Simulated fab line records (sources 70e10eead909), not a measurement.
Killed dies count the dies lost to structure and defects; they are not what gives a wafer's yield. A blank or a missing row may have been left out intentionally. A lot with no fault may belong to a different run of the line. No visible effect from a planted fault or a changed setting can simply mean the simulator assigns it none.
Comparing a struck lot with a sound one    flow nand-harc    33 steps out of a route of 1159
Sound: these wafers, L656.2, L656.4, L656.6. Struck: wafers L661.2, L661.4, L661.5. The cause is named last.
For every step that has rows: the tool of each side, followed by ch and its chambers, followed by its first start. Under that, the readings that differ: sound wafers    struck wafers    difference of the means    sigmas: that difference in standard deviations of wafers without a fault.
alike: readings with means less than 2 such deviations apart, plus words and numbers identical on both sides. not compared: withheld readings, readings lacking a value on some wafer, bounds such as >300 that could conceal the same value, and numbers that have no deviation in the record and whose values overlap.
The two part at a step that has a row with sigmas, a row that says differs or no value, or rows on one side only. Non-overlapping numbers with no deviation appear without sigmas and do not part them. Lack of a reading on every wafer of one side parts them only where that side has two or more wafers.

first, 9 steps without rows for these wafers: NHARC_A_BONDPAD_EBR_05; NHARC_A_BONDPAD_EXPOSE_06 (exposes mask A BPAD); NHARC_A_BONDPAD_PEB_07 (peb time 80 s); NHARC_A_BONDPAD_DEVELOP_08 (time 50 s); NHARC_A_BONDPAD_HARDBAKE_10 (time 65 s); NHARC_A_BONDPAD_DESCUM_11 (chemistry O2, time 3 s); NHARC_A_BONDPAD_ETCH_34 (etches the open film in N2/H2, target depth 60 nm, overetch 18 nm, time 65.91 s); NHARC_A_BONDPAD_ETCH_12 (etches the open film in CHF3/O2, target depth 220 nm, time 110 s); NHARC_A_BONDPAD_STRIP_15 (strips in O2).
NHARC_A_BONDPAD_ETCH_24: etches the open film in CF4/N2, target depth 30 nm, time 72.99 s.
  sound on rie-diel-06 ch 1,2, day 19 18:05; struck on rie-diel-06 ch 1,2, day 21 23:47
  alike: chamber-pressure-mTorr, drypump-motor-current-A, oes-product-au, rf-vpp-V, showerhead-plenum-p-Torr, throttle-valve-pct
  not compared: rf-hours-counter-h
then, 22 steps without rows for these wafers: NHARC_A_BONDPAD_STRIP_16 (strips in post etch residue remover, time 600 s); NHARC_A_BONDPAD_DEGAS_25 (time 60 s); NHARC_A_BONDPAD_PRE_CLEAN_26 (time 30 s); NHARC_A_BONDPAD_PVD_17 (deposits TaN, target thk 5 nm, time 8.06 s); NHARC_A_BONDPAD_PVD_27 (deposits Cu, target thk 30 nm, time 20.49 s); NHARC_A_BONDPAD_ECD_18 (material Cu, target thk 400 nm); NHARC_A_BONDPAD_ANNEAL_28 (time 90 s); NHARC_A_BONDPAD_CMP_19 (polishes, t overpolish 30 s, cu recess touch 16 s, target thk 169.8 nm); NHARC_A_BONDPAD_SRD_21 (time 30 s, dry time 20 s); NHARC_HYBRID_BOND_ACTIVATE_00 (chemistry N2, time 60 s); NHARC_HYBRID_BOND_PRECLEAN_01 (cleans in DIW, time 300 s); NHARC_HYBRID_BOND_SRD_02 (time 30 s, dry time 20 s); NHARC_HYBRID_BOND_BOND_03; NHARC_HYBRID_BOND_ANNEAL_04 (time 7200 s); NHARC_THIN_TSV_GRIND_00; NHARC_THIN_TSV_CMP_01 (polishes); NHARC_THIN_TSV_SRD_03; NHARC_THIN_TSV_PRECLEAN_41 (cleans in SC1); NHARC_THIN_TSV_SRD_42; NHARC_THIN_TSV_DEP_43 (deposits SiO2, target thk 1328.5 nm); NHARC_THIN_TSV_DEHYDRATE_04 (time 120 s); NHARC_THIN_TSV_HMDS_05 (time 30 s).
NHARC_END_SORT_01:
  sound on prober-02 ch 0, day 21 02:44; struck on prober-01 ch 0, day 23 09:20
reading                   sound           struck          difference  sigmas
defect-limited-yield (%)  94.7 95.0 94.7  86.7 87.7 89.2  -6.9        -4
killed-at-array           35 31 29        87 78 72        +47         +5
killed-at-other           0 0 0           2 4 1           +2          +3
killed-dies               36 34 36        90 83 73        +47         +4
sort_bin_2_pct (%)        1.6 1.5 1.6     5.8 5.3 4.4     +3.6        +5
sort_bin_3_pct (%)        0.59 0.59 0.30  1.92 2.51 1.92  +1.62       +8
sort-n-pass               641 643 641     587 594 604     -47         -4
sort-yield-pct (%)        94.7 95.0 94.7  86.7 87.7 89.2  -6.9        -4
  alike: killed-at-periphery, killed-open, killed-short, sort_bin_4_pct, sort-rim-yield-pct

WHERE THEY PART
At NHARC_END_SORT_01 and nowhere else, as far as this record goes.

WHY: what had been put in by the simulator
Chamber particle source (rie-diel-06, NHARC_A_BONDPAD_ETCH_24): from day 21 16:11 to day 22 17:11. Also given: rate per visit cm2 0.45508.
